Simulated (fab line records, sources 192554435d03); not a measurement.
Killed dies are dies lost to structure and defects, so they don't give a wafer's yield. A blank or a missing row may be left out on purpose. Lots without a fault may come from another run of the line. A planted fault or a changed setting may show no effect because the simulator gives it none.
fab line records | flow n5_finfet
record lots=4 wafers=12 last_day=16
route steps=1938 shown BEOL_M8@1362 BEOL_M9@1401 PASSIVATION@1936
lots that met no fault: from a run of the same line without faults
start_h: hours from the record's first day to the start of the lot's first wafer shown | wait_h: hours since the lot's step before | " the same as in the row above | L1.1+2: a row that stands for several wafers | - no value, or no start given | * or withheld: withheld | < > ~ a bound
route shown NAME@n: a module of which the file shows steps, and the number in the route of the first | usual: mean/standard deviation of fault-free wafers | same: alike in all rows | chamber/n: place in a boat | sites: the reading at each site | _std_site: their standard deviation | _edge_site: outer sites' mean less inner sites' | radius_mm: how far each site lies from the wafer's centre | mask NAME#n: copy n | behind: the tool/chamber that last shaped the wafer | hold: why the lot was held/for how many hours/how that ended | device: the transistor (n, p or np) that didn't switch | end of line: the same wafers' tests at the end of the route | a step without rows: its recipe alone | killed: dies lost to structure and defects at the first sort, not the wafer's yield | map: a wafer's dies, x killed, . not, _ none there
set.NAME: the setting as run; set.NAME@STEP: as run at that earlier step | model.NAME: the simulator's own value behind a step, which no gauge read
lots at some steps of the route; a table a step, a row a wafer
services: from which hour (start_h, from the record's first day; less than 0 if before it) a tool's chamber was out of use, for how many hours, and why
## steps
# step N5_BEOL_M8_EXPOSE_25
# recipe mask_id=V7 na=0.33 source_shape=annular sigma_inner=0.4 sigma_outer=0.8 polarization=unpolarized target_cd_nm=40 dose_mj=42.5
# step N5_BEOL_M8_PEB_26
# recipe peb_temp_c=100 peb_time_s=60 resist=CAR-EUV
# step N5_BEOL_M8_DEVELOP_27
# recipe develop_time_s=30 developer=TMAH resist=CAR-EUV rinse_liquid=surfactant_rinse dry=air_spin dev_temp_c=23
# step N5_BEOL_M8_DESCUM_33
# recipe chemistry=O2 time_s=7 source_power_w=50 bias_power_w=20 pressure_mtorr=20 rf_frequency_hz=2.712e+07 temp_c=40 resist=CAR-EUV o2_flow_sccm=225
# step N5_BEOL_M8_ETCH_72
# recipe chemistry=N2/H2 target=underlayer target_depth_a=65 mask_material=CAR-EUV time_s=5.2 ion_energy_ev=200 pressure_mtorr=30 source_w=840 bias_w=150 n2_flow_sccm=200 h2_flow_sccm=200 ends=cleared
# step N5_BEOL_M8_ETCH_65
# recipe chemistry=CF4 target=SiARC target_depth_a=156 mask_material=CAR-EUV time_s=26 ion_energy_ev=80 pressure_mtorr=40 source_w=545 bias_w=36 Ar_flow_sccm=100 cf4_flow_sccm=100 ends=cleared
# step N5_BEOL_M8_ETCH_66
# recipe chemistry=N2/H2 target=SOC target_depth_a=800 overetch_a=160 mask_material=SiARC temp_c=40 time_s=120 ion_energy_ev=200 pressure_mtorr=30 source_w=840 bias_w=150 n2_flow_sccm=200 h2_flow_sccm=200
# step N5_BEOL_M8_STRIP_69
# recipe chemistry=N2/H2 temp_c=40 n2_flow_sccm=200 h2_flow_sccm=200 rf_frequency_hz=6e+07
# step N5_BEOL_M8_STRIP_73
# recipe chemistry=N2/H2 temp_c=40 n2_flow_sccm=200 h2_flow_sccm=200 rf_frequency_hz=6e+07
# step N5_BEOL_M8_VIA_ETCH_34
# recipe chemistry=C4F6/O2 target=SiCOH_lowk target_depth_a=1255 mask_material=SOC taper_deg=4 time_s=50.5 ion_energy_ev=250 pressure_mtorr=30 source_w=345 bias_w=185 Ar_flow_sccm=300 C4F6_flow_sccm=10 O2_flow_sccm=10
# usual C4F6_flow_sccm=10.000/0.029 drypump_motor_current_A=5.9/0.57 oes_product_au=0.80/0.097 rf_vpp_V=660/10 showerhead_plenum_p_Torr=2.83/0.099 throttle_valve_pct=20.79/0.25
# columns lot.wafer tool chamber start_h wait_h C4F6_flow_sccm drypump_motor_current_A oes_product_au rf_hours_counter_h rf_vpp_V showerhead_plenum_p_Torr throttle_valve_pct
L512.1 rie_diel-01 3 228.65 0.0 9.988 5.9 0.99 2 650 2.90 20.50
L512.2 " 0 " " 9.988 6.2 0.94 25 663 3.02 20.47
L512.4 " 1 " " 9.999 5.2 0.72 194 668 2.81 21.07
L513.2 rie_diel-05 0 228.87 0.0 10.019 5.3 0.66 242 676 2.90 20.84
L513.4 " 3 " " 9.943 6.7 0.70 - 646 2.70 21.06
L513.5 " 0 " " 10.015 5.3 0.65 - 677 2.90 20.85
L521.1 rie_diel-05 1 297.52 0.0 9.990 6.0 0.81 108 662 2.76 21.05
L521.2 " 3 " " 9.971 6.7 0.69 247 645 2.69 21.11
L521.6 " 3 " " 9.968 6.7 0.70 - 646 2.69 21.13
L525.2 rie_diel-05 3 313.11 0.0 10.022 6.7 0.68 250 646 2.69 21.11
L525.5 " 1 " " 10.034 5.9 0.79 - 662 2.75 21.02
L525.6 " 2 " " 10.039 5.6 0.75 - 666 2.86 20.99
# step N5_BEOL_M8_STRIP_76
# recipe chemistry=C4F6/O2 resist=SiARC rf_frequency_hz=6e+07
# step N5_BEOL_M8_STRIP_36
# recipe chemistry=N2/H2 power_w=450 temp_c=40 pressure_mtorr=20 rf_frequency_hz=6e+07 overash_fraction=0.3 bias_power_w=7 h2_frac=0.5 n2_flow_sccm=200 h2_flow_sccm=200
# step N5_BEOL_M8_TRENCH_ETCH_37
# recipe chemistry=C4F6/O2 target_depth_a=934.78 target=SiCOH_lowk time_s=31.2 ion_energy_ev=250 pressure_mtorr=30 source_w=345 bias_w=185 Ar_flow_sccm=300 C4F6_flow_sccm=10 O2_flow_sccm=10
# step N5_BEOL_M8_ETCH_41
# recipe chemistry=CH3F/O2 target=SiCN target_depth_a=319 taper_deg=2 time_s=57.8 ion_energy_ev=120 mask_material=TiN pressure_mtorr=30 source_w=395 bias_w=75 Ar_flow_sccm=150 CH3F_flow_sccm=30 O2_flow_sccm=20
# step N5_BEOL_M8_STRIP_80
# recipe chemistry=N2/H2 time_s=10 power_w=450 temp_c=40 pressure_mtorr=20 rf_frequency_hz=6e+07 bias_power_w=7 n2_flow_sccm=200 h2_flow_sccm=200
# step N5_BEOL_M8_HM_STRIP_39
# recipe chemistry=peroxide_tin_strip material=TiN target_depth_a=250 temp_c=50 time_s=158
# step N5_BEOL_M8_SRD_40
# recipe time_s=30 temp_c=23 rinse_liquid=diw dry=ipa_marangoni
# step N5_BEOL_M8_PRECLEAN_42
# recipe chemistry=residue_remover time_s=60 temp_c=40
# step N5_BEOL_M8_SRD_43
# recipe time_s=30 temp_c=23 rinse_liquid=diw dry=ipa_marangoni
# step N5_BEOL_M8_CURE_75
# recipe temp_c=370 time_s=120 ambient=DMADMS/He material=SiCOH_lowk
# step N5_BEOL_M8_DEGAS_44
# recipe ambient=vacuum temp_c=250 time_s=60
# step N5_BEOL_M8_PRE_CLEAN_45
# recipe gas=H2/He time_s=30 temp_c=250
# step N5_BEOL_M8_ALD_77
# recipe material=TaN target_thk_a=20 temp_c=275 ald_precursor_family=PDMAT ald_co_reactant=NH3 pressure_torr=3 carrier_flow_sccm=1500 pulse_time_s=2 purge_time_s=3 co_reactant_purge_time_s=2 co_reactant_pulse_time_s=3 ald_cycles=40 precursor_vessel_temp_c=75 precursor_vessel_pressure_torr=26.25 precursor_vessel_carrier_sccm=1000
# step N5_BEOL_M8_SURFACE_TREAT_79
# recipe gas=Ar time_s=* ion_energy_ev=* ion_current_ma_cm2=0.5 pressure_mtorr=* ar_flow_sccm=30
# step N5_BEOL_M8_CVD_78
# recipe material=Co target_thk_a=20 temp_c=withheld precursor=CCTBA/H2 pressure_torr=30 time_s=142.3
# step N5_BEOL_M8_SPUTTER_48
# recipe material=Cu target_thk_a=100 temp_c=-20 bias_v=60 power_w=26000 chamber_pressure_pa=0.13 time_s=1.667
# step N5_BEOL_M8_ECD_50
# recipe material=Cu target_thk_a=3000
# step N5_BEOL_M8_ANNEAL_51
# recipe temp_c=225 time_s=90 ambient=N2
# step N5_BEOL_M8_CMP_52
# recipe stop_on=SiCOH_lowk t_overpolish_s=6.9 down_force_psi=1 platen_rpm=50 clearing_platen_down_force_psi=1.5 clearing_platen_rpm=50 post_cmp_clean=cu_alkaline target_thk_nm=80 clearing_platen_pad_velocity_m_s=0.99484 pad_velocity_m_s=0.99484
# step N5_BEOL_M8_PRE_CLEAN_55
# recipe gas=NH3 time_s=15 temp_c=withheld rf_power_w=300
# step N5_BEOL_M8_DEP_56
# recipe material=SiCN target_thk_a=100 temp_c=withheld precursor=3MS/NH3 pressure_torr=3 rf_w=202 time_s=17.5
# step N5_BEOL_M9_ILD_DEP_00
# recipe material=SiCOH_lowk target_thk_a=3085.1 temp_c=300 precursor=DEMS/porogen pressure_torr=5 rf_w=500 time_s=58
# step N5_BEOL_M9_CURE_71
# recipe temp_c=385 time_s=240 ambient=He/Ar material=SiCOH_lowk
# step N5_PASSIVATION_PROBE_49
# usual defect_limited_yield=91.4/1.4 killed_at_M0_to_M3=33/11 killed_at_M4_up=13/5.3 killed_at_contacts=13/6.1 killed_at_front_end=40/11 killed_at_other=2.9/2.7 killed_dies=102/17 killed_on_rim=14/4.2 killed_open=68/13 killed_short=32/7.5 sort_bin_5_function=5.1/0.98 sort_bin_6_memory=3.2/0.69 sort_n_pass=1077/21 sort_yield_pct=91.3/1.7
# same gross_dies=1180 killed_at_back_side=0 sort_bin_4_leakage[%]=0 sort_bin_8_speed[%]=0
# columns lot.wafer tool chamber start_h wait_h defect_limited_yield[%] killed_at_M0_to_M3 killed_at_M4_up killed_at_contacts killed_at_front_end killed_at_other killed_dies killed_on_rim killed_open killed_short sort_bin_5_function[%] sort_bin_6_memory[%] sort_n_pass sort_yield_pct[%]
L512.1 prober-01 - 305.52 0.0 92.5 31 13 14 29 1 88 11 56 32 4.2 2.9 1092 92.5
L512.2 prober-01 - 305.57 0.1 91.9 32 6 18 31 9 96 9 66 28 4.3 3.6 1084 91.9
L512.4 prober-01 - 305.67 0.2 90.8 35 13 19 39 3 109 20 77 28 5.5 2.9 1071 90.8
L521.1 prober-02 - 390.28 0.0 82.5 32 128 16 28 2 206 30 60 25 10.2 3.1 974 82.5
L521.2 prober-02 - 390.33 0.1 84.8 33 100 9 34 3 179 29 55 24 8.1 3.9 1001 84.8
L521.6 prober-02 - 390.53 0.3 82.5 56 96 15 37 2 206 25 66 44 9.2 4.7 974 82.5
L525.2 prober-02 - 391.87 0.1 84.2 29 108 8 35 7 187 31 71 21 9.2 3.6 993 84.2
L525.5 prober-02 - 392.02 0.2 78.9 51 140 8 39 11 249 30 78 45 12.3 4.7 931 78.9
L525.6 prober-02 - 392.07 0.3 77.3 46 168 11 35 8 268 21 69 43 13.7 4.9 912 77.3
# killed by level:class
L512.1 MOL_CONTACT_COAG:geometric_particle:open=11 FIN_SAQP:geometric_particle:open=10 BEOL_M3:geometric_particle:open=9 FIN_SAQP:geometric_particle:short=6 BEOL_M1:geometric_particle:open=5 STARTING-WAFER:geometric_particle:short=4 BEOL_M4:geometric_particle:open=4 ILD0:geometric_particle:open=3
L512.2 MOL_CONTACT_COAG:geometric_particle:open=18 BEOL_M3:geometric_particle:open=11 FIN_SAQP:geometric_particle:open=8 MIM_TOP:geometric_particle:short=5 FIN_SAQP:geometric_particle:short=4 STI_FIN_REVEAL:geometric_particle:open=4 BEOL_M0_SAQP:geometric_particle:short=4 BEOL_M0:geometric_particle:open=4
L512.4 FIN_SAQP:geometric_particle:open=20 MOL_CONTACT_COAG:geometric_particle:open=16 BEOL_M1:geometric_particle:open=9 FIN_SAQP:geometric_particle:short=8 BEOL_M2:geometric_particle:open=7 BEOL_M3:geometric_particle:open=5 BEOL_M4:geometric_particle:open=5 BEOL_M0:geometric_particle:short=4
L521.1 BEOL_M8:unspecified=120 MOL_CONTACT_COAG:geometric_particle:open=14 BEOL_M0_SAQP:geometric_particle:open=14 FIN_SAQP:geometric_particle:open=7 BEOL_M0_SAQP:geometric_particle:short=6 FIN_SAQP:geometric_particle:short=5 BEOL_M2:geometric_particle:open=5 BEOL_M7:geometric_particle:open=5
L521.2 BEOL_M8:unspecified=95 BEOL_M0_SAQP:geometric_particle:open=13 FIN_SAQP:geometric_particle:open=9 MOL_CONTACT_COAG:geometric_particle:open=7 BEOL_M0_SAQP:geometric_particle:short=7 FIN_SAQP:geometric_particle:short=5 BEOL_M1:geometric_particle:open=5 GATE_CUT:geometric_particle:open=4
L521.6 BEOL_M8:unspecified=92 BEOL_M0_SAQP:geometric_particle:open=16 BEOL_M0_SAQP:geometric_particle:short=12 GATE_CUT:geometric_particle:short=8 MOL_CONTACT_COAG:geometric_particle:open=8 FIN_SAQP:geometric_particle:open=7 MOL_CONTACT_COAG:geometric_particle:short=6 BEOL_M1:geometric_particle:open=6
L525.2 BEOL_M8:unspecified=94 BEOL_M3:geometric_particle:open=10 MOL_CONTACT_COAG:geometric_particle:open=8 STI_FIN_REVEAL:geometric_particle:open=7 BEOL_M0_SAQP:geometric_particle:open=7 FIN_SAQP:geometric_particle:open=5 DUMMY_GATE:geometric_particle:open=5 BEOL_M2:geometric_particle:open=5
L525.5 BEOL_M8:unspecified=126 BEOL_M0_SAQP:geometric_particle:short=13 BEOL_M1:geometric_particle:open=12 BEOL_M3:geometric_particle:open=9 MOL_CONTACT_COAG:geometric_particle:open=7 BEOL_M0_SAQP:geometric_particle:open=7 FIN_SAQP:geometric_particle:open=6 STI_FIN_REVEAL:geometric_particle:open=6
L525.6 BEOL_M8:unspecified=155 BEOL_M0_SAQP:geometric_particle:open=12 BEOL_M3:geometric_particle:open=12 STI_FIN_REVEAL:geometric_particle:open=10 BEOL_M0_SAQP:geometric_particle:short=8 MOL_CONTACT_COAG:geometric_particle:open=7 FIN_SAQP:geometric_particle:open=6 FIN_SAQP:geometric_particle:short=6
# map L521.1 (x killed, . not)
_________________..........x.________________
______________.....x............_____________
___________..............x......xx.__________
__________....................x.xxxx_________
________.x..........x.........x.xxxxxx_______
_______.....................x.xxxxxxxxx______
______................x.....x.xxxxxxxxxx_____
_____..x..x.................xx.xxxxxxxxxx____
____.........................xxxxxxxxxxxxx___
___.........x.x.x............xxxxxxxxxxxxxx__
___..........x..x..........xxxxxxxxxxxxxxxx__
__x.........x............x..x.xxxxxxxxxxxxx._
__............................xxxxxxxxxxx.xx_
_...........x.................x.xxxxxx.x..x..
_x..x...........................xxx.x........
_.......................x.........xx.........
_.x.x......x..........xx....................x
_..x...............x.....x...x...............
_............................................
_x................x..........................
_..x..................x.............x........
__.........x.x....xx..x.x..................._
__................x............x.x.........._
___..........x......................xx...x.__
___...........x....x......................x__
____.........x...........x.............x..___
_____.x..........xx.................xx...____
______x.......x................x........_____
_______...........x.....xxxx....x..x...______
________...................x.........._______
__________.................x........_________
___________........................__________
______________....x.......x.x..._____________
_________________............________________
# map L525.6 (x killed, . not)
_________________.x.........x________________
______________.....xx..........._____________
___________...............x.x.....x__________
__________..x...............x......._________
________............x.x....x....xx...._______
_______.........................x......______
______.x.....x.............x............_____
_____...x................................____
____x............x.............x..x....x..___
___.x.......x...x...x....x..............x.x__
___.....x.....x............................__
__x.....xxx...x.....x..........xx....x..x..._
__xx.xxx.x....x..............x.x............_
_....xxxxxxxx.xxx.x..x.x..x..............x...
_...xxxxxxxxx.xxx............................
_..xxxxxxxxxxxxx.xxx.....................x...
_..xxxxxxxxxxxxx...........x.x..........x....
_..xxxxxxxxxxxxx.x.........x..xx............x
_x.xxxxxxxxxxxxxxx..x........x..x.......x...x
_.xxxxxxxxxxxxxxx.xxx......x............x...x
_.x.xxxxxxxxxxxxx.x...xx.x................x..
__..xxxxxxxxxxx..x.x...x...............x...._
__.xx.xxxxxxx..xx..................x........_
___x...xxxxxxxx..xx.x.......x..............__
___.......xx........x.......x....x......x.x__
____.x.xx....x........x..x.x.x..x....x...x___
_____......xx..................x......x..____
______..x.........x..x...............x.._____
_______.....x...........x..............______
________..........................x..._______
__________......x....x.........x...._________
___________..............x.........__________
______________x......x.........._____________
_________________.........x..________________
## services
# columns tool chamber start_h hours kind
rie_diel-05 - 236.83 0.2 repair
rie_diel-01 1 255.42 3.4 repair
rie_diel-05 0 265.60 - clean
rie_diel-05 0 265.60 - consumable_replace:focus_ring
rie_diel-05 0 265.60 22.7 scheduled_down
rie_diel-05 0 265.60 22.7 vent_cycle
rie_diel-01 2 270.68 4.7 repair
rie_diel-05 - 273.86 14.6 pm
## key
first_sign step=N5_PASSIVATION_PROBE_49 reading=killed_at_M4_up direction=up sigmas=21 usual=13 struck=123
effect step=N5_PASSIVATION_PROBE_49 reading=killed_dies direction=up sigmas=6.7 usual=102 struck=216
more_kills_born_at N5_BEOL_M8_VIA_ETCH_34@rie_diel-05=682
met_at N5_BEOL_M8_VIA_ETCH_34
struck_wafers L521.1,L521.2,L521.6,L525.2,L525.5,L525.6
onset_between 228.87 297.52
also_fits time
fault kind=chamber_particle_source tool=rie_diel-05 chamber=- onset_h=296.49 steps=N5_BEOL_M8_VIA_ETCH_34 rate_per_visit_cm2=1.8838 end_h=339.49
